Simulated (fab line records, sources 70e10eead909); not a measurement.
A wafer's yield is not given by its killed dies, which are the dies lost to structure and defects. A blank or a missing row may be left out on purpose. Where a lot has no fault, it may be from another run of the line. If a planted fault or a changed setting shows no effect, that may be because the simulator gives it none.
Matching of chambers | flow nandHarc | NHARC_A_CHANNEL_FILL_D1_ALD_25 on aldHk-01 has 4 sister chambers
The step deposits SiOx, target thk 60 nm, pulse time 10 s, ald cycles 600. 4 wafers are shown with their chamber, then 8 later ones without.

== WAFERS PAIRED WITH THEIR CHAMBERS ==
wafer  | chamber | precursorPulseHeightRel
L079.5 | 3       | 1.000
L089.3 | 0       | 0.993
L089.5 | 1       | 1.018
L090.3 | 2       | 0.976

== WAFERS WHOSE CHAMBER IS MISSING ==
wafer  | precursorPulseHeightRel
L090.1 | 1.017
L090.6 | 1.035
L094.4 | 1.048
L094.1 | 1.050
L094.5 | 1.013
L095.2 | 0.997
L095.5 | 1.012
L095.6 | 1.026

== CHAMBER TAKEN BY EACH ==
wafer  | from the rows above               | in truth
L090.1 | can't be placed: 1 or 3 or 0      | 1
L090.6 | can't be placed: 1 or 3 or 0      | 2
L094.4 | can't be placed: 1 or 3 or 0      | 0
L094.1 | can't be placed: 1 or 3 or 0      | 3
L094.5 | can't be placed: 1 or 3 or 0 or 2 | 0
L095.2 | can't be placed: 3 or 0 or 1 or 2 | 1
L095.5 | can't be placed: 1 or 3 or 0 or 2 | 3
L095.6 | can't be placed: 1 or 3 or 0      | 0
Correctly placed: 0 of 8. Cannot be placed on the basis of these rows: 8; the candidates contain the true chamber in 7. Number placed wrongly: 0.
How it was worked out, from the rows above alone: a wafer's distance from a chamber is the root of the sum, over the readings, of the square of ((its reading less the chamber's mean) divided by the reading's scatter). The wafer belongs to the nearest chamber; if the next one is less than 2 further off, it can't be placed. The mean given for a chamber averages the wafers shown for that chamber. The scatter (one wafer shown for each chamber): square how far every hidden wafer sits from the nearest shown wafer, average those squares and take the square root.
